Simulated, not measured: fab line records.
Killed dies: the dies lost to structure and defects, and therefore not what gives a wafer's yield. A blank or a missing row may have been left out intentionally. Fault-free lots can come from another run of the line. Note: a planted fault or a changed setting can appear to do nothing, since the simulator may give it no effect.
Which tool did it? -- flow n5_finfet -- 12 lots, 36 wafers sampled, at 6 steps of a route of 1938

WHAT EACH GAUGE READ, for each wafer
N5_BEOL_M14_THK_MEAS_01.
lot,measured,on,M14_ILD_THK (nm)
L075,day 11 02:40,film_metro-01,1111 1134 1127
L077,day 11 13:45,film_metro-01,1111 1099 1125
L078,day 12 04:29,film_metro-02,1124 1094 1103
L080,day 12 15:54,film_metro-01,1119 1129 1134
L082,day 12 17:10,film_metro-02,1108 1121 1125
L086,day 13 21:58,film_metro-02,1113 1139 1123
L085,day 14 04:31,film_metro-02,1090 1128 1125
L089,day 14 13:23,film_metro-01,1146 1113 1163
L090,day 15 02:17,film_metro-01,1085 1104 1115
L093,day 16 04:59,film_metro-02,1123 1127 1122
L096,day 16 15:52,film_metro-02,1113 1121 1128
L095,day 16 20:13,film_metro-01,1127 1122 1119

WHICH TOOL RAN EACH LOT (tool, then ch and the chambers of the sampled wafers, then the start)
lot,N5_BEOL_M12_ETCH_67,N5_BEOL_M12_STRIP_37,N5_BEOL_M12_SPUTTER_45,N5_BEOL_M13_VIA_ETCH_16,N5_BEOL_M13_SPUTTER_44
L075,"rie_diel-05 ch 0,2, day 10 18:32","plasma_asher-01 ch 0,1, day 10 19:04","pvd_sputter-03, day 10 21:26","rie_diel-03 ch 2,3, day 10 23:14","pvd_sputter-01, day 11 01:19"
L077,"rie_diel-04 ch 0,3, day 11 04:27","plasma_asher-02 ch 0,1, day 11 04:58","pvd_sputter-03, day 11 05:52","rie_diel-03 ch 0,1,2, day 11 08:25","pvd_sputter-03, day 11 12:25"
L078,"rie_diel-04 ch 0,1,2, day 11 15:41","plasma_asher-02 ch 0,1, day 11 16:12","pvd_sputter-02, day 11 19:58","rie_diel-02 ch 1,3, day 11 22:08","pvd_sputter-02, day 12 03:09"
L080,"rie_diel-04 ch 1,3, day 11 23:43","plasma_asher-01 ch 0,1, day 12 00:14","pvd_sputter-02, day 12 03:33","rie_diel-02 ch 1,3, day 12 05:28","pvd_sputter-02, day 12 14:04"
L082,"rie_diel-06 ch 0,1, day 12 02:18","plasma_asher-02 ch 0,1, day 12 02:50","pvd_sputter-03, day 12 04:05","rie_diel-01 ch 0,3, day 12 06:35","pvd_sputter-02, day 12 14:47"
L086,"rie_diel-04 ch 1,2, day 13 13:53","plasma_asher-02 ch 0,1, day 13 14:46","pvd_sputter-02, day 13 15:53","rie_diel-03 ch 0,2,3, day 13 17:40","pvd_sputter-02, day 13 20:38"
L085,"rie_diel-04 ch 1,2, day 13 14:58","plasma_asher-02 ch 0,1, day 13 15:34","pvd_sputter-02, day 13 21:31","rie_diel-02 ch 0,2,3, day 13 23:44","pvd_sputter-03, day 14 02:58"
L089,"rie_diel-06 ch 1,2,3, day 13 23:46","plasma_asher-01 ch 0,1, day 14 00:17","pvd_sputter-03, day 14 02:32","rie_diel-01 ch 0,1,3, day 14 04:49","pvd_sputter-03, day 14 11:43"
L090,"rie_diel-04 ch 1, day 14 17:22","plasma_asher-02 ch 0,1, day 14 18:07","pvd_sputter-01, day 14 19:03","rie_diel-03 ch 0,2, day 14 20:50","pvd_sputter-02, day 15 00:27"
L093,"rie_diel-06 ch 0,1,3, day 15 11:07","plasma_asher-02 ch 0,1, day 15 11:39","pvd_sputter-01, day 15 16:35","rie_diel-03 ch 0,3, day 15 18:40","pvd_sputter-01, day 16 03:17"
L096,"rie_diel-05 ch 0,3, day 16 05:50","plasma_asher-02 ch 0,1, day 16 06:29","pvd_sputter-01, day 16 07:11","rie_diel-01 ch 1,2,3, day 16 09:37","pvd_sputter-01, day 16 13:59"
L095,"rie_diel-04 ch 1,2, day 16 09:18","plasma_asher-02 ch 0,1, day 16 09:49","pvd_sputter-01, day 16 11:02","rie_diel-02 ch 0,1,3, day 16 13:14","pvd_sputter-01, day 16 18:46"
- N5_BEOL_M12_ETCH_67: etches SiARC in CF4, target depth 143 nm, time 238.3 s.
- N5_BEOL_M12_STRIP_37: strips in N2/H2.
- N5_BEOL_M12_SPUTTER_45: material Cu, target thk 80 nm, time 13.33 s.
- N5_BEOL_M13_VIA_ETCH_16: etches SiOC in C4F8/O2/Ar, target depth 921.7 nm.
- N5_BEOL_M13_SPUTTER_44: material Ta, target thk 10 nm, time 16.13 s.

THE ANSWER, worked out from the rows above alone
Rule: usual is defined by the lots themselves. The widest of any qualifying gaps counts: lots, ordered by their means at a reading, are off when they make up no more than a third of the lots, leave a main group of 4 or more, and stand apart from it by 3 or more times the standard deviation of that group's means. If all means in a main group match to the digits the tables above print for the reading, that group is not used. Also off: a lot with no number at a reading for which 4 or more lots have one. Any other lot the step has rows for is counted as sound.
No lot is off at any reading shown: from this, nothing can be told.

WHAT WAS PUT IN BY THE SIMULATOR
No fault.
